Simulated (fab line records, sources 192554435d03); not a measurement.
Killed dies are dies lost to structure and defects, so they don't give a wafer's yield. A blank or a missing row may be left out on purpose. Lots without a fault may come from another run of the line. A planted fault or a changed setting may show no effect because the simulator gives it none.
Split-lot experiment | flow n5_finfet | 7 lots, 39 wafers read, on a route of 1938 steps

THE SPLIT
At N5_MOL_CONTACT_COAG_PRECLEAN_111 (cleans in NF3:NH3, afs cycles 1, time 20 s, sublimation time 60 s), the setting time_s was moved away from the recipe's 20 s on 12 of the 39 wafers read, by -53.9% to +34.7%. The other wafers ran this setting at the recipe's value.

The reading is taken at the split's own step.

THE READING
SiNx_of_GATE_CUT_SAC_CAP_01.thk_nm (the simulator's own value, which no gauge read), in nm, at N5_MOL_CONTACT_COAG_PRECLEAN_111 (cleans in NF3:NH3, afs cycles 1, time 20 s, sublimation time 60 s). The file gives no usual value for it. The 27 wafers here that ran the recipe average 20.3 nm, standard deviation 0.1 nm.

wafer  | tool, chamber at the split | time_s as run, s | against the recipe | SiNx_of_GATE_CUT_SAC_CAP_01.thk_nm, nm | against lot-mates on the recipe
L075.1 | remote_plasma-01, 0        | 20               | recipe             | 20.4                                   | -
L075.6 | remote_plasma-01, 0        | 20               | recipe             | 20.4                                   | -
L075.2 | remote_plasma-01, 0        | 16.93            | -15.3%             | 20.4                                   | +0.1
L075.4 | remote_plasma-01, 0        | 16.93            | -15.3%             | 20.4                                   | +0.1
L075.3 | remote_plasma-01, 0        | 16.93            | -15.3%             | 20.6                                   | +0.3
L075.5 | remote_plasma-01, 0        | 20               | recipe             | 20.2                                   | -
L078.1 | remote_plasma-02, 0        | 23.47            | +17.3%             | 20                                     | -0.2
L078.5 | remote_plasma-02, 0        | 23.47            | +17.3%             | 20                                     | -0.2
L078.6 | remote_plasma-02, 0        | 23.47            | +17.3%             | 20                                     | -0.2
L078.2 | remote_plasma-02, 0        | 20               | recipe             | 20.2                                   | -
L078.3 | remote_plasma-02, 0        | 20               | recipe             | 20.2                                   | -
L078.4 | remote_plasma-02, 0        | 20               | recipe             | 20.2                                   | -
L079.2 | remote_plasma-02, 1        | 20               | recipe             | 20.4                                   | -
L079.3 | remote_plasma-02, 1        | 20               | recipe             | 20.4                                   | -
L079.6 | remote_plasma-02, 1        | 20               | recipe             | 20.2                                   | -
L086.1 | remote_plasma-01, 0        | 20               | recipe             | 20.4                                   | -
L086.3 | remote_plasma-01, 0        | 20               | recipe             | 20.4                                   | -
L086.2 | remote_plasma-01, 0        | 20               | recipe             | 20.4                                   | -
L086.4 | remote_plasma-01, 0        | 20               | recipe             | 20.4                                   | -
L086.5 | remote_plasma-01, 0        | 20               | recipe             | 20.4                                   | -
L086.6 | remote_plasma-01, 0        | 20               | recipe             | 20.4                                   | -
L092.1 | remote_plasma-02, 1        | 26.93            | +34.7%             | 20                                     | -0.4
L092.3 | remote_plasma-02, 1        | 26.93            | +34.7%             | 20                                     | -0.4
L092.2 | remote_plasma-02, 1        | 20               | recipe             | 20.4                                   | -
L092.6 | remote_plasma-02, 1        | 20               | recipe             | 20.4                                   | -
L092.4 | remote_plasma-02, 1        | 20               | recipe             | 20.4                                   | -
L092.5 | remote_plasma-02, 1        | 26.93            | +34.7%             | 20.2                                   | -0.2
L093.1 | remote_plasma-01, 1        | 20               | recipe             | 20.2                                   | -
L093.2 | remote_plasma-01, 1        | 20               | recipe             | 20.2                                   | -
L093.3 | remote_plasma-01, 1        | 20               | recipe             | 20.2                                   | -
L093.4 | remote_plasma-01, 1        | 20               | recipe             | 20.2                                   | -
L093.5 | remote_plasma-01, 1        | 20               | recipe             | 20.2                                   | -
L093.6 | remote_plasma-01, 1        | 20               | recipe             | 20.2                                   | -
L095.1 | remote_plasma-02, 1        | 20               | recipe             | 20.2                                   | -
L095.2 | remote_plasma-02, 1        | 20               | recipe             | 20.2                                   | -
L095.3 | remote_plasma-02, 1        | 20               | recipe             | 20.2                                   | -
L095.4 | remote_plasma-02, 1        | 9.221            | -53.9%             | 20.8                                   | +0.6
L095.5 | remote_plasma-02, 1        | 9.221            | -53.9%             | 20.8                                   | +0.6
L095.6 | remote_plasma-02, 1        | 9.221            | -53.9%             | 20.8                                   | +0.6

THE FIT
A straight line over all 39 wafers: SiNx_of_GATE_CUT_SAC_CAP_01.thk_nm changes by -0.00924 nm for each +1% of time_s; r = -0.86; the points scatter about the line by 0.1 nm.
The same after taking each lot's own level away (the mean of its wafers on the recipe; 39 wafers): -0.0106 nm for each +1%; r = -0.96; scatter 0.056 nm.
On that fit, the largest move of time_s shifts the reading by 0.57 nm.
The lots' own levels span 20.20 to 20.40 nm, that is 2.0 times the standard deviation above.
So the lot-to-lot level changes the slope: the two fits differ.
Check: with one of the wafers moved furthest among these (-53.9%) left out of the fit, the line predicts +0.567 nm for it against its lot-mates. It came out at +0.6 nm against them.

OTHER SPLITS ON THESE WAFERS
These wafers also went through other splits before the reading. Each is held against what the fit with the lots' levels taken away leaves over:
other split on the same wafers          | wafers away from the commonest value | r with SiNx_of_GATE_CUT_SAC_CAP_01.thk_nm (lot level and that fit taken away)
N5_ZERO_LAYER_DEVELOP_10 develop_time_s | 15                                   | +0.18
N5_FIN_SAQP_ETCH_65 time_s              | 15                                   | +0.00

THE WHOLE CHAIN: every reading that the file lists as answering this split, in the file's order
step                             | what it does                                                      | reading                                                                             | change (the file's fit)                 | r (the file's)
N5_MOL_CONTACT_COAG_PRECLEAN_111 | cleans in NF3:NH3, afs cycles 1, time 20 s, sublimation time 60 s | SiNx_of_SPACER0_ALD_07.thk_nm (the simulator's own value, which no gauge read)      | -0.00987 nm for each +1% of the setting | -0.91
N5_MOL_CONTACT_COAG_PRECLEAN_111 | cleans in NF3:NH3, afs cycles 1, time 20 s, sublimation time 60 s | SiNx_of_GATE_CUT_SAC_CAP_01.thk_nm (the simulator's own value, which no gauge read) | -0.0106 nm for each +1% of the setting  | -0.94

THE FILE'S OWN FIT
SiNx_of_GATE_CUT_SAC_CAP_01.thk_nm changes by -0.0106 nm for each +1% of time_s, r = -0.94.
